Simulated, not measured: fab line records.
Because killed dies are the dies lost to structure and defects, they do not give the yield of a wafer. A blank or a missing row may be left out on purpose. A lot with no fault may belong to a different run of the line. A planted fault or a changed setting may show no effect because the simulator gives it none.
Code-filled problem report in 8D (eight disciplines) form | flow nand harc | the parts of the form that need people (team, actions taken, sign-off) are left out

## 1. THE ISSUE
killed at periphery at NHARC_END_SORT_01 reads a mean of 627.7 on 6 wafers of 2 lots; wafers without a fault read 3.9 with a standard deviation of 2.7. So: +99 or more standard deviations from the usual mean.
First seen on wafer L714.2, day 29 12:00, on prober-01. Wafers with a number at this step in the record: 39, from 13 lots. The rule behind "out" and "out of limits": a value lying over 4 standard deviations away from the usual mean. Any other wafer with a number is counted as sound.

## 2. WHAT IT IS AND WHAT IT IS NOT
question                    | is                                                     | is not
which readings at this step | killed at periphery, defect limited yield, killed dies | killed at array, killed at other, killed open, killed short
which lots                  | L714, L715                                             | L703, L704, L705, L708, L709, L720, L721, L722, L723, L724, L726
which wafers of those lots  | all that have a number                                 | -
read on which gauges        | prober-01                                              | prober-02
when                        | from day 29 12:00                                      | up to then (15 sound wafers); but 18 sound wafers of L720, L721, L722, L723, L724, L726 came after

## 3. THE SUSPECTS, EACH WITH WHAT RULES IT OUT
Counting: any tool at a process step up to the reading is kept as a suspect provided that every lot that is out went through it and no sound lot did after the first of them.
- the gauge at NHARC_END_SORT_01: kept. All the wafers that are out were read on prober-01, and no step on other tools shows them out.
- rie diel-09 at NHARC_P_BONDPAD_ETCH_24 (etches the open film in CF4/N2, target depth 30 nm, time 72.99 s): ruled out as a lasting fault. The sound lots L720, L721, L723, L726 went through it after L714, its earliest lot that is out (day 11 05:13).
After counting, what remains is prober-01 at NHARC_END_SORT_01.

## 4. THE CAUSE (what the simulator had put in)
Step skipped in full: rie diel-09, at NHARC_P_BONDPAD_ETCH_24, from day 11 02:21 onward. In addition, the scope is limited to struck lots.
The count ruled it out by mistake, since the rule takes a fault to strike every lot its tool runs from the start of the fault on, and this one did not do so.

## 5. THE EFFECT CHAIN, in route order
Rows list readings where the struck wafers' mean (over those with a number) sits beyond 3 standard deviations from the usual. Scope: only readings with a usual standard deviation given in the record; hours: median across lots of the time from each lot's start at the first step in this table that gives one to its start at this step; sigmas: change in usual standard deviations.
hours | step              | reading              | usual  | on struck wafers | change | sigmas
0     | NHARC_END_SORT_01 | defect limited yield | 91.0 % | 0.0              | -91.0  | -32
0     | NHARC_END_SORT_01 | killed at periphery  | 3.9    | 627.7            | +623.8 | +99 or more
0     | NHARC_END_SORT_01 | killed dies          | 61     | 677              | +616   | +32
Readings that are blank on the struck wafers while sound wafers have them: bias w at NHARC_P_BONDPAD_ETCH_24; cf4 flow sccm at NHARC_P_BONDPAD_ETCH_24; drypump motor current A at NHARC_P_BONDPAD_ETCH_24; oes product au at NHARC_P_BONDPAD_ETCH_24; rf vpp V at NHARC_P_BONDPAD_ETCH_24; showerhead plenum p Torr at NHARC_P_BONDPAD_ETCH_24; throttle valve pct at NHARC_P_BONDPAD_ETCH_24.

## 6. HOW IT WOULD HAVE BEEN CAUGHT EARLIER
Counted from the fault's start at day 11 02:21, it took 442 hours until the first out-of-limits reading at a measuring or inspecting step in this record, taken at day 29 12:00.
At NHARC_P_BONDPAD_ETCH_24 the tool's readings are blank on the struck wafers, where sound wafers have them: an empty tool record is the first sign, and it was there at once.
